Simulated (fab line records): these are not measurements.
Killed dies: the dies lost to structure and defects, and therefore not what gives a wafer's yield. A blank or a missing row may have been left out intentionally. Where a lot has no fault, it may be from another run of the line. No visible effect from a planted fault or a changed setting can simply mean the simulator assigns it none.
Commonality check across tools / flow n5-finfet / Sample size 9 lots and 27 wafers

WHY THIS WAS OPENED
Flagged at N5_ZERO_LAYER_INSPECT_20: reading raw-defect-count, on 3 of 9 lots. Fault-free wafers read 34, with a standard deviation of 15.
Rule: flag the lot when none of its wafers has a number, or when each of its wafers that has one lies beyond 4 standard deviations from that mean. As for the other lots, they are considered sound.

lot=L709; measured=day 3 19:16; on=defect-inspect-02; raw-defect-count, wafer by wafer=46 34 32; flag=
lot=L713; measured=day 4 19:29; on=defect-inspect-02; raw-defect-count, wafer by wafer=30 20 32; flag=
lot=L714; measured=day 5 01:56; on=defect-inspect-02; raw-defect-count, wafer by wafer=72 35 58; flag=
lot=L715; measured=day 5 07:26; on=defect-inspect-02; raw-defect-count, wafer by wafer=39 18 25; flag=
lot=L717; measured=day 5 19:20; on=defect-inspect-01; raw-defect-count, wafer by wafer=16 33 25; flag=
lot=L718; measured=day 6 01:40; on=defect-inspect-02; raw-defect-count, wafer by wafer=948 972 979; flag=FLAGGED
lot=L720; measured=day 6 13:25; on=defect-inspect-01; raw-defect-count, wafer by wafer=929 985 942; flag=FLAGGED
lot=L722; measured=day 7 01:23; on=defect-inspect-02; raw-defect-count, wafer by wafer=1000 961 987; flag=FLAGGED
lot=L723; measured=day 7 07:17; on=defect-inspect-02; raw-defect-count, wafer by wafer=54 46 57; flag=
On average the flagged lots' numbers are 967, which is +933 against the usual, or +62 standard deviations.

LOT BY LOT: THE TOOL USED
The record holds 1 process step before the reading, out of a route of 1938 steps. Every cell lists first the tool, next ch and the chambers used by the sampled wafers, and last the start.
lot=L709; flag=; N5_ZERO_LAYER_STRIP_24=plasma-asher-02 ch 0,1, day 3 18:53
lot=L713; flag=; N5_ZERO_LAYER_STRIP_24=plasma-asher-02 ch 0,1, day 4 18:56
lot=L714; flag=; N5_ZERO_LAYER_STRIP_24=plasma-asher-01 ch 0,1, day 5 01:34
lot=L715; flag=; N5_ZERO_LAYER_STRIP_24=plasma-asher-02 ch 0,1, day 5 07:03
lot=L717; flag=; N5_ZERO_LAYER_STRIP_24=plasma-asher-01 ch 0,1, day 5 18:58
lot=L718; flag=FLAGGED; N5_ZERO_LAYER_STRIP_24=plasma-asher-01 ch 0,1, day 6 01:19
lot=L720; flag=FLAGGED; N5_ZERO_LAYER_STRIP_24=plasma-asher-01 ch 0,1, day 6 13:02
lot=L722; flag=FLAGGED; N5_ZERO_LAYER_STRIP_24=plasma-asher-01 ch 0,1, day 7 01:02
lot=L723; flag=; N5_ZERO_LAYER_STRIP_24=plasma-asher-02 ch 0,1, day 7 06:55
These steps, and what they do:
- N5_ZERO_LAYER_STRIP_24: strips in O2.
- N5_ZERO_LAYER_INSPECT_20: inspects for defects (darkfield).

FLAGGED OVER TOTAL, TOOL BY TOOL (the gauges that took the reading come last)
step=N5_ZERO_LAYER_STRIP_24; tool=plasma-asher-01; lots run=5; flagged=3; share of the flagged lots=all; sound lots run after its first flagged lot=0
step=N5_ZERO_LAYER_STRIP_24; tool=plasma-asher-02; lots run=4; flagged=0; share of the flagged lots=none; sound lots run after its first flagged lot=-
step=N5_ZERO_LAYER_INSPECT_20; tool=defect-inspect-01; lots run=2; flagged=1; share of the flagged lots=some; sound lots run after its first flagged lot=0
step=N5_ZERO_LAYER_INSPECT_20; tool=defect-inspect-02; lots run=7; flagged=2; share of the flagged lots=some; sound lots run after its first flagged lot=1 (L723)

WHAT IS ALLOWED BY THE TABLE
All flagged lots share 1 row of the table, namely plasma-asher-01 at N5_ZERO_LAYER_STRIP_24.
- plasma-asher-01 at N5_ZERO_LAYER_STRIP_24: 3 of its 5 lots flagged. Its last sound lot is L717 (day 5 18:58), its first flagged lot L718 (day 6 01:19): a fault that began between those two fits.
Just one tool remains: plasma-asher-01 at N5_ZERO_LAYER_STRIP_24.

WHAT WAS PUT IN BY THE SIMULATOR
Chamber particle source: plasma-asher-01, from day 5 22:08 on, at N5_ZERO_LAYER_STRIP_24. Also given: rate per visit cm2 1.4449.
Struck lots among those shown: L718, L720, L722. The rule given above showed the same thing.
